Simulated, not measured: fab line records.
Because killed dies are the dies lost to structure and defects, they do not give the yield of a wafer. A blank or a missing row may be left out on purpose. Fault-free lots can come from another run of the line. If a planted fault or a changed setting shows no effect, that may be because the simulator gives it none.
Chamber matching / flow nand-harc / 4 sister chambers for NHARC_A_CHANNEL_FILL_D1_CMP_10 on cmp-02
The step polishes, target thk 150 nm. 16 wafers are shown with their chamber, then 8 later ones without.

WAFERS PAIRED WITH THEIR CHAMBERS
wafer=L075.1; chamber=0; motor-current-A (A)=11.1; time-to-endpoint-s (s)=14.1; edge-zone-pressure-frac=0.994
wafer=L075.4; chamber=1; motor-current-A (A)=13.8; time-to-endpoint-s (s)=15.4; edge-zone-pressure-frac=1.004
wafer=L075.5; chamber=0; motor-current-A (A)=10.7; time-to-endpoint-s (s)=12.9; edge-zone-pressure-frac=1.003
wafer=L077.1; chamber=0; motor-current-A (A)=11.4; time-to-endpoint-s (s)=17.6; edge-zone-pressure-frac=1.000
wafer=L077.2; chamber=2; motor-current-A (A)=12.5; time-to-endpoint-s (s)=16.7; edge-zone-pressure-frac=1.004
wafer=L077.3; chamber=1; motor-current-A (A)=13.2; time-to-endpoint-s (s)=15.9; edge-zone-pressure-frac=0.994
wafer=L080.3; chamber=0; motor-current-A (A)=10.8; time-to-endpoint-s (s)=15.2; edge-zone-pressure-frac=0.992
wafer=L080.4; chamber=2; motor-current-A (A)=11.5; time-to-endpoint-s (s)=15.1; edge-zone-pressure-frac=0.993
wafer=L080.6; chamber=1; motor-current-A (A)=13.6; time-to-endpoint-s (s)=14.7; edge-zone-pressure-frac=1.003
wafer=L083.1; chamber=3; motor-current-A (A)=16.5; time-to-endpoint-s (s)=19.3; edge-zone-pressure-frac=0.995
wafer=L083.3; chamber=2; motor-current-A (A)=12.0; time-to-endpoint-s (s)=13.9; edge-zone-pressure-frac=0.996
wafer=L083.6; chamber=2; motor-current-A (A)=12.1; time-to-endpoint-s (s)=13.6; edge-zone-pressure-frac=0.994
wafer=L086.3; chamber=2; motor-current-A (A)=11.6; time-to-endpoint-s (s)=16.4; edge-zone-pressure-frac=0.997
wafer=L086.4; chamber=3; motor-current-A (A)=16.9; time-to-endpoint-s (s)=20.8; edge-zone-pressure-frac=0.996
wafer=L086.5; chamber=0; motor-current-A (A)=11.3; time-to-endpoint-s (s)=17.0; edge-zone-pressure-frac=1.005
wafer=L094.1; chamber=2; motor-current-A (A)=11.9; time-to-endpoint-s (s)=15.9; edge-zone-pressure-frac=0.994

SIGNATURES, as means of the wafers listed above
reading=motor-current-A; chamber 0=11.060; chamber 1=13.533; chamber 2=11.933; chamber 3=16.700; scatter within a chamber=0.328
reading=time-to-endpoint-s; chamber 0=15.360; chamber 1=15.333; chamber 2=15.267; chamber 3=20.050; scatter within a chamber=1.46
reading=edge-zone-pressure-frac; chamber 0=0.99880; chamber 1=1.00033; chamber 2=0.99633; chamber 3=0.99550; scatter within a chamber=0.00474
Rule: a wafer's distance from a chamber is the root of the sum, over the readings, of the square of ((its reading less the chamber's mean) divided by the reading's scatter). If the next closest chamber is less than 2 further off than the closest, the wafer can't be placed; otherwise it belongs to the closest. The scatter: take each reading less its chamber's mean, square it, sum over the shown wafers, divide by the number of wafers less the number of chambers, and take the root.

WAFERS WITH NO CHAMBER GIVEN
wafer=L094.4; motor-current-A (A)=13.3; time-to-endpoint-s (s)=15.5; edge-zone-pressure-frac=0.994
wafer=L094.6; motor-current-A (A)=13.6; time-to-endpoint-s (s)=14.8; edge-zone-pressure-frac=0.994
wafer=L095.3; motor-current-A (A)=16.9; time-to-endpoint-s (s)=16.3; edge-zone-pressure-frac=1.006
wafer=L095.5; motor-current-A (A)=11.6; time-to-endpoint-s (s)=13.1; edge-zone-pressure-frac=1.003
wafer=L095.6; motor-current-A (A)=16.4; time-to-endpoint-s (s)=18.7; edge-zone-pressure-frac=1.004
wafer=L097.2; motor-current-A (A)=15.8; time-to-endpoint-s (s)=21.2; edge-zone-pressure-frac=1.005
wafer=L097.3; motor-current-A (A)=11.6; time-to-endpoint-s (s)=16.7; edge-zone-pressure-frac=0.995
wafer=L097.4; motor-current-A (A)=13.5; time-to-endpoint-s (s)=15.6; edge-zone-pressure-frac=0.993

EACH ONE'S CHAMBER
wafer=L094.4; from the rows above=1; in truth=1
wafer=L094.6; from the rows above=1; in truth=1
wafer=L095.3; from the rows above=3; in truth=3
wafer=L095.5; from the rows above=can't be placed: 2 or 0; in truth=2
wafer=L095.6; from the rows above=3; in truth=3
wafer=L097.2; from the rows above=3; in truth=3
wafer=L097.3; from the rows above=can't be placed: 2 or 0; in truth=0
wafer=L097.4; from the rows above=1; in truth=1
6 of 8 placed correctly. From these rows, 2 cannot be placed; in 2 the true chamber is one of the candidates. 0 placed wrongly.
